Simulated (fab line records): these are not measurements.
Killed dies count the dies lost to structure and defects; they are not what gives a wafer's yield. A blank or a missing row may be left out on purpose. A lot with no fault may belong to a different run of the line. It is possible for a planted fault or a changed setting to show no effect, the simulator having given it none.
Problem report in the 8D (eight disciplines) form, filled by code + flow nand-harc + the parts of the form that need people (team, actions taken, sign-off) are left out

## 1. WHAT IS WRONG
Mean of killed-at-array at NHARC_END_SORT_01: 99 across 4 wafers in 2 lots; on wafers with no fault it is 25 (standard deviation 9.2). That is +8.0 standard deviations from the usual mean.
The first sign was on wafer L353.2 at day 24 16:02, on prober-02. Wafers with a number at this step in the record: 6, from 2 lots. By rule, "out" or "out of limits" means more than 4 standard deviations away from the usual mean. All remaining wafers that have a number are taken as sound.

## 2. WHAT IT IS, WHAT IT ISN'T
| question                    | is                             | is not                                                                   |
|-----------------------------|--------------------------------|--------------------------------------------------------------------------|
| which readings at this step | killed-at-array, killed-dies   | killed-at-other, killed-at-periphery, killed-open, killed-short          |
| which lots                  | L353, L356                     | -                                                                        |
| which wafers of those lots  | L353.2, L353.5, L356.2, L356.4 | L353.6, L356.1                                                           |
| read on which gauges        | prober-02                      | -                                                                        |
| when                        | from day 24 16:02              | up to then (0 sound wafers); but 2 sound wafers of L353, L356 came after |

## 3. WHAT RULES OUT EACH SUSPECT
Counting: a tool at a process step up to the reading stays a suspect if it ran every lot that is out. Sound lots after the first of them don't rule it out here, since some wafers of a struck lot are sound.
- the gauge at NHARC_END_SORT_01: kept. All the wafers that are out were read on prober-02, and no step on other tools shows them out.
- har-cap-etch-03 at NHARC_A_CONTACT_ETCH_120 (etches the open film in C4F8/O2/Ar, time 94 s, target depth 922 nm): kept. It ran every lot that is out, first L353 (day 21 18:41).
- Within har-cap-etch-03 at NHARC_A_CONTACT_ETCH_120: the wafers that are out ran in chamber 1; their sound lot-mates ran in chamber 0.
Left after counting: har-cap-etch-03 at NHARC_A_CONTACT_ETCH_120, prober-02 at NHARC_END_SORT_01.

## 4. THE CAUSE (what the simulator had put in)
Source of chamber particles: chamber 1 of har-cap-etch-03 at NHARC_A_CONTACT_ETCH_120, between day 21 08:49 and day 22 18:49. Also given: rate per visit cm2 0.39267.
This tool is one of the 2 suspects left after counting.

## 5. THE EFFECT CHAIN, in route order
Each row: a reading whose mean over the struck wafers that have a number lies more than 3 standard deviations from the usual. Only readings whose record carries a usual standard deviation are examined. hours: median over the lots of the time between each lot's start at the first step of this table that gives one and its start at this step. sigmas: the change, counted in usual standard deviations.
| hours | step              | reading         | usual | on struck wafers | change | sigmas |
|-------|-------------------|-----------------|-------|------------------|--------|--------|
| 0     | NHARC_END_SORT_01 | killed-at-array | 25    | 99               | +74    | +8.0   |
| 0     | NHARC_END_SORT_01 | killed-dies     | 29    | 103              | +74    | +7.7   |

## 6. HOW IT WOULD HAVE BEEN CAUGHT EARLIER
79 hours passed between the start of the fault at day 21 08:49 and the first reading out of limits at a measuring or inspecting step in this record, taken at day 24 16:02.
By day 24 16:02 the whole set of lots that are out, 2 in number, had already begun NHARC_A_CONTACT_ETCH_120 on har-cap-etch-03. Holding the tool at that point would not have protected any of them.
